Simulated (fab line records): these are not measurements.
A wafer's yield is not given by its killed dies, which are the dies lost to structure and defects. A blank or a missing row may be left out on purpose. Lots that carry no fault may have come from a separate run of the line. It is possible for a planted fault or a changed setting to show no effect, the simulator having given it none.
A lot that was struck, set against a sound lot | flow n5Finfet | 14 out of 1938 route steps
Sound: the wafers L520.1, L520.3, L520.4. The struck wafers were L530.2, L530.3, L530.6. The cause is given at the end.
At each step with rows: each side's tool, then ch and its chambers, then its first start. Under that, the readings that differ: sound wafers | struck wafers | difference of the means | sigmas: that difference in standard deviations of wafers without a fault.
alike: readings whose means differ by less than 2 such deviations, and words and numbers that are the same on both sides. not compared: withheld readings, readings that some wafer has no value for, bounds like >300 that may hide the same value, and numbers for which the record gives no deviation and whose values overlap.
Wherever a step has rows on one side only, a row that says differs or no value, or a row with sigmas, the two part there. When numbers do not overlap yet have no deviation, they are printed without sigmas and do not part them. A reading missing from all wafers of one side parts the sides only when that side holds two or more wafers.

first, 6 steps without rows for these wafers: N5_BEOL_M8_COAT_22 (resist thk 30 nm); N5_BEOL_M8_EBR_24; N5_BEOL_M8_SOFTBAKE_23 (time 60 s); N5_BEOL_M8_EXPOSE_25 (exposes mask V7, target cd 40 nm); N5_BEOL_M8_PEB_26 (peb time 60 s); N5_BEOL_M8_DEVELOP_27 (develop time 30 s).
N5_BEOL_M8_CD_MEAS_28: target cd 40 nm.
  sound on cdSem-01 ch 0, day 10 21:19; struck on cdSem-03 ch 0, day 13 10:53
  alike: cdNm
N5_BEOL_M8_OVL_MEAS_29:
  sound on overlay-02 ch 0, day 10 21:20; struck on overlay-02 ch 0, day 13 10:55
  alike: V7_OVL
N5_BEOL_M8_INSPECT_30: inspects for defects (brightfield).
  sound: defectInspect-01 at day 10 21:24; struck: defectInspect-02 at day 13 10:58
reading        | sound       | struck      | difference | sigmas
rawDefectCount | 509 605 513 | 269 448 203 | -236       | -2
N5_BEOL_M8_DESCUM_33: chemistry O2, time 7 s.
  sound on rieDiel-04 ch 0,1,2, day 10 21:26; struck on rieDiel-05 ch 0,1,3, day 13 11:07
  alike: biasPowerW, drypumpMotorCurrentA, oesProductAu, rfVppV, showerheadPlenumPTorr, throttleValvePct
  not compared: rfHoursCounterH
N5_BEOL_M8_ETCH_72: etches underlayer in N2/H2, target depth 6.5 nm, time 5.2 s.
  sound on rieDiel-04 ch 0,1,2, day 10 21:28; struck on rieDiel-05 ch 0,1,3, day 13 11:09
  alike: biasW, drypumpMotorCurrentA, etchRfOnTimeS, oesProductAu, rfVppV, showerheadPlenumPTorr, throttleValvePct
  not compared: rfHoursCounterH
N5_BEOL_M8_ETCH_65: etches SiARC in CF4, target depth 15.6 nm, time 26 s.
  sound on rieDiel-04 ch 0,1,2, day 10 21:29; struck on rieDiel-05 ch 0,1,3, day 13 11:10
  alike: biasW, drypumpMotorCurrentA, etchRfOnTimeS, oesProductAu, rfVppV, showerheadPlenumPTorr, throttleValvePct
  not compared: rfHoursCounterH
N5_BEOL_M8_ETCH_66: etches SOC in N2/H2, target depth 80 nm, overetch 16 nm, time 120 s.
  sound on rieDiel-04 ch 0,1,2, day 10 21:31; struck on rieDiel-05 ch 0,1,3, day 13 11:12
reading                                   | sound             | struck            | difference | sigmas
biasW (W)                                 | 149.9 149.4 149.5 | 116.0 114.5 115.0 | -34.4      | -73
rfVppV (V)                                | 522.4 522.5 525.2 | 442.5 442.5 446.1 | -79.7      | -32
model.SiARC_of_BEOL_M8_COAT_64.thkNm (nm) | 6.6 6.4 6.6       | 8.2 8.2 8         | +1.6       | 
  alike: drypumpMotorCurrentA, oesProductAu, showerheadPlenumPTorr, throttleValvePct
  not compared: rfHoursCounterH
then, 1 step without rows for these wafers: N5_BEOL_M8_STRIP_69 (strips in N2/H2).

== WHERE THEY PART ==
At N5_BEOL_M8_INSPECT_30 first; at N5_BEOL_M8_ETCH_66 last (within this record only).

WHY: the cause the simulator had injected
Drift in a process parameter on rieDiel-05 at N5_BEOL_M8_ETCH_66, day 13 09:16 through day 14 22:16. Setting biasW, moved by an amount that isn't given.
